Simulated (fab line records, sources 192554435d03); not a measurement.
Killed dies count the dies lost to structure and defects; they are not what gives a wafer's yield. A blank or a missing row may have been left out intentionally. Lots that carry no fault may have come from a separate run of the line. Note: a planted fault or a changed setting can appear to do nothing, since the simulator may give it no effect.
fab line records    flow n5_finfet
record lots=5  wafers=15  last_day=17
route steps=1938 shown DUMMY_GATE@238 BEOL_M4@1111 PASSIVATION@1936
lots with no fault: from the same line, run without faults
start_h: start of the lot's first displayed wafer, in hours after the record's first day    wait_h: how many hours have passed since the lot's step before this one    " same as the row above    L1.1+2: several wafers, shown together as one row    - no value present, or no start provided    * or withheld: withheld    < > ~ a bound
route shown NAME@n: a module of which the file shows steps, and the number in the route of the first    usual: mean/standard deviation taken from wafers without a fault    same: alike in all rows    chamber/n: place in a boat    sites: each site's reading    _std_site: standard deviation across them    _edge_site: the outer-site mean with the inner-site mean subtracted    radius_mm: how far each site lies from the wafer's centre    mask NAME#n: copy n    behind: the most recent tool/chamber to have shaped the wafer    hold: the reason the lot was held/the length of the hold in hours/how it ended    device: which transistor (n, p or np) failed to switch    end of line: the route-end tests of the same wafers    a step given without rows: its recipe and nothing more    killed: the dies lost at the first sort to structure and to defects; this is not the yield of the wafer    map: dies across one wafer; x = killed, . = not, _ = none there
set.NAME: the setting that was run; set.NAME@STEP: the one run at that earlier step    model.NAME: the simulator's own value behind a step, which no gauge read
a table for each step, a row for each wafer; lots at some steps of the route
services: the hour from which a tool's chamber was out of use, counted from the record's first day as start_h (under 0 if before that day), plus the number of hours and why
## steps
# step N5_DUMMY_GATE_STRIP_38
# recipe chemistry=N2/H2  temp_c=40  n2_flow_sccm=200  h2_flow_sccm=200  rf_frequency_hz=6e+07
# step N5_DUMMY_GATE_STRIP_39
# recipe chemistry=N2/H2  temp_c=40  n2_flow_sccm=200  h2_flow_sccm=200  rf_frequency_hz=6e+07
# step N5_DUMMY_GATE_TRIM_49
# recipe chemistry=O2  resist=SOC  time_s=29  target_cd_nm=14  source_power_w=300  bias_power_w=0  O2_flow_sccm=100  temp_c=20
# step N5_DUMMY_GATE_STRIP_40
# recipe chemistry=CF4  resist=SiARC  power_w=300  bias_power_w=75  pressure_mtorr=50  cf4_flow_sccm=150  rf_frequency_hz=6e+07
# step N5_DUMMY_GATE_ETCH_31
# recipe chemistry=C4F6/O2  target=SiO2  mask_material=SOC  target_depth_a=825  time_s=27.5  ion_energy_ev=250  pressure_mtorr=30  source_w=345  bias_w=185  Ar_flow_sccm=300  C4F6_flow_sccm=10  O2_flow_sccm=10
# step N5_DUMMY_GATE_STRIP_41
# recipe chemistry=O2  power_w=400  temp_c=40  pressure_mtorr=30  rf_frequency_hz=6e+07  bias_power_w=0  overash_fraction=0.3  o2_flow_sccm=225
# step N5_DUMMY_GATE_HM_OPEN_21
# recipe chemistry=CH3F/O2  target=SiNx  target_depth_a=1200  Ar_flow_sccm=150  CH3F_flow_sccm=30  O2_flow_sccm=23  time_s=171.4  pressure_mtorr=30  source_w=395  bias_w=73  ion_energy_ev=120.7
# step N5_DUMMY_GATE_ETCH_32
# recipe chemistry=CF4  target=SiO2  target_depth_a=35  time_s=3.9  ion_energy_ev=350  pressure_mtorr=10  icp_w=800  bias_w=400  cf4_flow_sccm=80
# step N5_DUMMY_GATE_ETCH_23
# recipe chemistry=HBr/Cl2/O2  HBr_flow_sccm=150  Cl2_flow_sccm=80  O2_flow_sccm=12  bias_w=102  target_depth_a=410  time_s=22.3  target=poly-Si  mask_material=SiO2  pressure_mtorr=10  icp_w=800
# step N5_DUMMY_GATE_ETCH_44
# recipe chemistry=HBr/O2  over_etch_frac=0.7  target_depth_a=1275  stop_on=SiO2  ion_energy_ev=60  bias_w=20  target=poly-Si  mask_material=SiO2  pressure_mtorr=20  icp_w=400  HBr_flow_sccm=120  O2_flow_sccm=10
# step N5_DUMMY_GATE_ETCH_42
# recipe chemistry=CHF3/O2  target=SiO2  target_depth_a=35  time_s=31  ion_energy_ev=30  bias_w=12  pressure_mtorr=30  source_w=600  Ar_flow_sccm=200  CHF3_flow_sccm=50  O2_flow_sccm=5
# usual bias_w=12.00/0.035  drypump_motor_current_A=5.8/0.34  oes_product_au=0.81/0.078  rf_fwd_power_W=595.5/2.4  rf_vpp_V=42.4/1.1  showerhead_plenum_p_Torr=2.39/0.1  throttle_valve_pct=18.75/0.29
lot.wafer  tool         chamber  start_h  wait_h  bias_w  drypump_motor_current_A  oes_product_au  rf_fwd_power_W  rf_hours_counter_h  rf_vpp_V  showerhead_plenum_p_Torr  throttle_valve_pct  model.etch.depth_nm
L899.1     rie_diel-05  1        56.36    0.1     12.00   5.5                      0.75            595.9           170                 42.8      2.31                      19.23               3.675
L899.3     "            2        "        "       12.01   6.0                      0.80            593.4           99                  42.8      2.24                      18.45               3.477
L899.4     "            0        "        "       12.05   5.5                      0.95            596.4           22                  44.1      2.37                      18.36               3.614
L902.4     rie_diel-05  1        72.25    0.0     11.91   5.5                      1.07            595.5           175                 43.0      2.31                      19.24               6.168
L902.5     "            2        "        "       11.95   6.0                      1.14            595.4           -                   41.8      2.24                      18.48               5.956
L902.6     "            1        "        "       11.96   5.5                      1.07            595.8           -                   41.2      2.31                      19.24               6.172
L905.2     rie_diel-05  1        90.96    0.2     11.99   5.5                      0.74            595.7           180                 43.5      2.31                      19.24               3.61
L905.3     "            0        "        "       11.96   5.5                      0.93            596.5           32                  41.9      2.37                      18.38               3.604
L905.6     "            3        "        "       12.05   5.9                      1.12            590.4           -                   42.3      2.54                      19.17               5.714
L906.2     rie_diel-05  2        94.07    0.0     11.99   6.0                      0.80            594.6           109                 42.1      2.24                      18.47               3.544
L906.3     "            3        "        "       12.04   5.9                      0.78            595.7           125                 43.7      2.54                      19.18               3.386
L906.6     "            0        "        "       12.05   5.5                      1.35            596.4           -                   43.6      2.37                      18.38               6.178
L921.4     rie_diel-02  1        184.79   0.0     12.05   6.0                      0.71            598.7           200                 41.2      2.27                      18.70               3.6
L921.5     "            2        "        "       11.99   5.7                      0.84            594.7           -                   45.3      2.54                      18.85               3.476
L921.6     "            3        "        "       12.00   6.2                      0.84            599.5           -                   44.1      2.36                      18.68               3.584
# step N5_DUMMY_GATE_STRIP_48
# recipe chemistry=N2/H2  time_s=20  power_w=100  temp_c=40  pressure_mtorr=100  rf_frequency_hz=6e+07  bias_power_w=3  n2_flow_sccm=300  h2_flow_sccm=300
# step N5_BEOL_M4_RC_MEAS_101
# usual DIBL_N=36.2/2  DIBL_P=36.1/2.4  IOFF_N=0.16/0.035  IOFF_P=0.22/0.041  ION_N=675/14  ION_P=465/8.6  SS_N=71.5/0.64  SS_P=73.2/0.76  VT_N=250/3.9  VT_P=-249/3.4
lot.wafer  tool       chamber  start_h  wait_h  DIBL_N[mV/V]  DIBL_P[mV/V]  IOFF_N[nA/um]  IOFF_P[nA/um]  ION_N[uA/um]  ION_P[uA/um]  SS_N[mV/dec]  SS_P[mV/dec]  VT_N[mV]  VT_P[mV]
L899.1     prober-01  0        191.61   0.0     35.4          38.6          0.15           0.26           668           474           71.4          73.7          250       -244
L899.3     "          0        "        "       35.7          37.8          0.16           0.25           668           467           71.7          73.4          252       -247
L899.4     "          0        "        "       31.7          33.9          0.09           0.18           642           460           71.0          72.8          258       -248
L902.4     prober-02  0        199.60   0.5     34.3          33.6          0.11           0.15           656           453           71.0          72.7          256       -254
L902.5     "          0        "        "       31.9          32.3          0.08           0.14           638           450           70.5          72.5          260       -257
L902.6     "          0        "        "       34.8          35.3          0.12           0.18           657           455           70.6          72.9          253       -252
L906.2     prober-01  0        213.38   0.2     37.6          39.5          0.20           0.28           695           472           71.6          73.4          246       -245
L906.3     "          0        "        "       37.8          40.3          0.21           0.30           688           479           71.5          73.7          245       -243
L906.6     "          0        "        "       36.3          36.6          0.17           0.24           683           467           71.7          72.4          248       -246
L905.2     prober-01  0        225.86   0.2     36.4          36.7          0.16           0.25           674           471           71.6          73.3          246       -244
L905.3     "          0        "        "       36.0          36.4          0.15           0.26           670           471           71.7          72.5          249       -245
L905.6     "          0        "        "       37.1          37.4          0.17           0.27           677           473           71.8          72.7          249       -244
L921.4     prober-01  0        315.28   0.5     33.0          33.1          0.11           0.15           665           453           70.3          72.6          258       -256
L921.5     "          0        "        "       33.5          33.3          0.12           0.15           671           453           70.7          72.2          255       -256
L921.6     "          0        "        "       34.9          34.8          0.13           0.17           675           459           71.2          73.0          254       -254
# step N5_PASSIVATION_PROBE_49
# usual defect_limited_yield=91.1/1.4  killed_at_M0_to_M3=36/9.9  killed_at_M4_up=13/5.8  killed_at_contacts=14/5.9  killed_at_front_end=39/11  killed_at_other=3.4/2.9  killed_dies=105/17  killed_open=70/13  killed_short=34/7.3  sort_bin_5_function=5.3/1  sort_bin_6_memory=3.3/0.62  sort_bin_8_speed=0.01/0.057  sort_n_pass=1075/17  sort_yield_pct=91.1/1.4
# same gross_dies=1180  killed_at_back_side=0  sort_bin_4_leakage[%]=0
lot.wafer  tool       chamber  start_h  wait_h  defect_limited_yield[%]  killed_at_M0_to_M3  killed_at_M4_up  killed_at_contacts  killed_at_front_end  killed_at_other  killed_dies  killed_open  killed_short  sort_bin_5_function[%]  sort_bin_6_memory[%]  sort_bin_8_speed[%]  sort_n_pass  sort_yield_pct[%]
L905.3     prober-02  -        327.94   0.1     91.7                     45                  9                9                   33                   2                98           63           35            4.2                     3.8                   0                    1082         91.7
# killed by level:class
L905.3 BEOL_M2:geometric_particle:open=10 FIN_SAQP:geometric_particle:short=9 BEOL_M1:geometric_particle:open=9 BEOL_M0_SAQP:geometric_particle:short=8 MOL_CONTACT_COAG:geometric_particle:open=8 BEOL_M0_SAQP:geometric_particle:open=8 STI_FIN_REVEAL:geometric_particle:open=6 BEOL_M2:geometric_particle:short=5
## services
tool         chamber  start_h  hours  kind
rie_diel-05  0        37.71    7.3    repair
rie_diel-05  1        39.67    8.3    repair
rie_diel-02  3        92.77    4.0    repair
rie_diel-05  1        130.42   3.7    repair
## key
first_sign step=N5_DUMMY_GATE_ETCH_42  reading=oes_product_au  direction=up  sigmas=4.4  usual=0.81  struck=1.15
effect none on later readings
model_effect step=N5_DUMMY_GATE_ETCH_42  value=etch.depth_nm  without=3.568  struck=6.037
met_at N5_DUMMY_GATE_ETCH_42
struck_wafers L902.4,L902.5,L902.6,L905.6,L906.6
onset_between 56.36 72.25
fault kind=process_parameter_drift  tool=rie_diel-05  chamber=-  onset_h=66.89  steps=N5_DUMMY_GATE_ETCH_42  channel=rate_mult  offset=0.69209  shape=step  end_h=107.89  scope=struck_wafers_only
